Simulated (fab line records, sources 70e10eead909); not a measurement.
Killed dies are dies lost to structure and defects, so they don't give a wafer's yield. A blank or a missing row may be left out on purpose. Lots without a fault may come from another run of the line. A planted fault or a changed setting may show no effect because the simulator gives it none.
Which tool did it? | flow nand_harc | 23 lots, 69 wafers sampled, at 2 steps of a route of 1159

WHAT THE GAUGES READ, wafer by wafer
NHARC_A_ONON_D1_THK_MEAS_21: measures by ellipsometry. Usual: thk_nm 999 nm, standard deviation 13.
lot  | measured     | on            | thk_nm (nm)    | flag
L074 | day 8 01:06  | film_metro-01 | 1010 1009 1010 |
L075 | day 8 09:44  | film_metro-02 | 992 992 993    |
L076 | day 8 15:57  | film_metro-02 | 994 994 993    |
L079 | day 9 08:11  | film_metro-01 | 1016 1017 1015 |
L077 | day 9 07:50  | film_metro-01 | 972 975 973    |
L078 | day 9 07:59  | film_metro-01 | 1001 1002 1003 |
L081 | day 9 20:58  | film_metro-01 | 1009 1008 1010 |
L080 | day 9 20:58  | film_metro-01 | 1004 1003 1001 |
L083 | day 10 08:22 | film_metro-02 | 983 979 981    |
L082 | day 10 08:23 | film_metro-01 | 1012 1013 1013 |
L086 | day 12 07:14 | film_metro-01 | 1011 1012 1014 |
L084 | day 12 07:14 | film_metro-02 | 1015 1013 1014 |
L085 | day 12 10:55 | film_metro-01 | 994 994 993    |
L087 | day 12 11:25 | film_metro-01 | 994 994 994    |
L088 | day 12 11:04 | film_metro-01 | 971 972 971    |
L091 | day 12 11:12 | film_metro-01 | 983 983 984    |
L089 | day 12 18:28 | film_metro-01 | 1021 1023 1021 |
L092 | day 12 18:47 | film_metro-02 | 1012 1014 1013 |
L090 | day 12 18:39 | film_metro-01 | 999 1000 1002  |
L094 | day 12 23:04 | film_metro-01 | 993 992 992    |
L093 | day 12 23:04 | film_metro-01 | 985 984 982    |
L096 | day 13 03:43 | film_metro-02 | 1004 1004 1002 |
L097 | day 13 17:11 | film_metro-02 | 1008 1010 1007 |

WHICH TOOL RAN EACH LOT (tool, then ch and the chambers of the sampled wafers, then the start)
lot  | NHARC_P_M2_ETCH_28
L074 | rie_diel-11 ch 0,3, day 8 01:06 or earlier
L075 | rie_diel-09 ch 1,2, day 8 09:44 or earlier
L076 | rie_diel-09 ch 0,1,2, day 8 15:57 or earlier
L079 | rie_diel-09 ch 0,1,2, day 9 08:11 or earlier
L077 | rie_diel-09 ch 0,1,2, day 9 07:50 or earlier
L078 | rie_diel-13 ch 1,2,3, day 9 07:59 or earlier
L081 | rie_diel-13 ch 1,2,3, day 9 20:58 or earlier
L080 | rie_diel-09 ch 0,1, day 9 20:58 or earlier
L083 | rie_diel-09 ch 0,3, day 10 08:22 or earlier
L082 | rie_diel-11 ch 1,2,3, day 10 08:23 or earlier
L086 | rie_diel-09 ch 1,3, day 12 07:14 or earlier
L084 | rie_diel-09 ch 1,2, day 12 07:14 or earlier
L085 | rie_diel-11 ch 0,2,3, day 12 10:55 or earlier
L087 | rie_diel-09 ch 0,1,3, day 12 11:25 or earlier
L088 | rie_diel-13 ch 1,2,3, day 12 11:04 or earlier
L091 | rie_diel-09 ch 1,2,3, day 12 11:12 or earlier
L089 | rie_diel-09 ch 1,2,3, day 12 18:28 or earlier
L092 | rie_diel-13 ch 1,2,3, day 12 18:47 or earlier
L090 | rie_diel-09 ch 0,1, day 12 18:39 or earlier
L094 | rie_diel-09 ch 0,1,2, day 12 23:04 or earlier
L093 | rie_diel-09 ch 0,1, day 12 23:04 or earlier
L096 | rie_diel-09 ch 0,2,3, day 13 03:43 or earlier
L097 | rie_diel-13 ch 1,2, day 13 17:11 or earlier
- NHARC_P_M2_ETCH_28: etches the open film in CF4/N2, target depth 30 nm, time 72.99 s.

WHAT THE TOOLS THEMSELVES READ (means of the sampled wafers that have a number; where no wafer has one, the mark that the record gives instead)
NHARC_P_M2_ETCH_28. Usual: drypump_motor_current_A 5.6 A, standard deviation 0.51; oes_product_au 1.002 a.u., standard deviation 0.009; rf_vpp_V 315.1 V, standard deviation 2.1; showerhead_plenum_p_Torr 2.68 Torr, standard deviation 0.11; throttle_valve_pct 19.794 %, standard deviation 0.0091.
lot  | tool        | drypump_motor_current_A (A) | oes_product_au (a.u.) | rf_vpp_V (V) | showerhead_plenum_p_Torr (Torr) | throttle_valve_pct (%) | flag
L074 | rie_diel-11 | 5.2                         | 1.003                 | 311.9        | 2.51                            | 19.789                 |
L075 | rie_diel-09 | 5.7                         | 0.996                 | 317.4        | 2.77                            | 19.797                 |
L076 | rie_diel-09 | 5.8                         | 1.001                 | 315.5        | 2.73                            | 19.792                 |
L079 | rie_diel-09 | 5.8                         | 1.000                 | 316.0        | 2.73                            | 19.803                 |
L077 | rie_diel-09 | 5.9                         | 0.986                 | 316.6        | 2.73                            | 19.786                 |
L078 | rie_diel-13 | 5.9                         | 1.001                 | 314.7        | 2.62                            | 19.794                 |
L081 | rie_diel-13 | 5.9                         | 1.020                 | 312.5        | 2.62                            | 19.798                 |
L080 | rie_diel-09 | 5.8                         | 1.004                 | 315.6        | 2.75                            | 19.801                 |
L083 | rie_diel-09 | 5.6                         | 1.005                 | 315.2        | 2.71                            | 19.787                 |
L082 | rie_diel-11 | 5.7                         | 0.995                 | 312.3        | 2.57                            | 19.788                 |
L086 | rie_diel-09 | 5.4                         | 0.997                 | 316.8        | 2.79                            | 19.785                 |
L084 | rie_diel-09 | 5.8                         | 1.005                 | 317.3        | 2.75                            | 19.798                 |
L085 | rie_diel-11 | 5.6                         | 1.007                 | 312.6        | 2.53                            | 19.801                 |
L087 | rie_diel-09 | 5.5                         | 0.995                 | 317.0        | 2.75                            | 19.790                 |
L088 | rie_diel-13 | 6.0                         | 1.008                 | 314.4        | 2.62                            | 19.795                 |
L091 | rie_diel-09 | 5.4                         | 1.002                 | 316.6        | 2.77                            | 19.798                 |
L089 | rie_diel-09 | 5.4                         | 0.998                 | 316.5        | 2.77                            | 19.796                 |
L092 | rie_diel-13 | 5.9                         | 1.005                 | 313.9        | 2.61                            | 19.792                 |
L090 | rie_diel-09 | 5.9                         | 0.996                 | 315.8        | 2.71                            | 19.797                 |
L094 | rie_diel-09 | 5.8                         | 1.004                 | 315.9        | 2.73                            | 19.794                 |
L093 | rie_diel-09 | 5.9                         | 0.994                 | 315.3        | 2.71                            | 19.793                 |
L096 | rie_diel-09 | 5.5                         | 1.001                 | 316.4        | 2.73                            | 19.795                 |
L097 | rie_diel-13 | 6.1                         | 1.007                 | 313.3        | 2.59                            | 19.795                 |

THE ANSWER, worked out from the rows above alone
Rule: a lot is off if the mean of its wafers that have a number lies more than 3 standard deviations from the usual mean. A lot without any number at a reading at which 4 lots or more have one is off too. The other lots that the step has rows for count as sound. The gauges are gone through in route order, then the tools' own readings, and for those a lot's mean is taken as printed above. The first step at which some lot is off is used, and at that step the reading that is off furthest; a lot without a number counts as furthest.
No lot is off at any reading shown: from this, nothing can be told.

WHAT THE SIMULATOR HAD PUT IN
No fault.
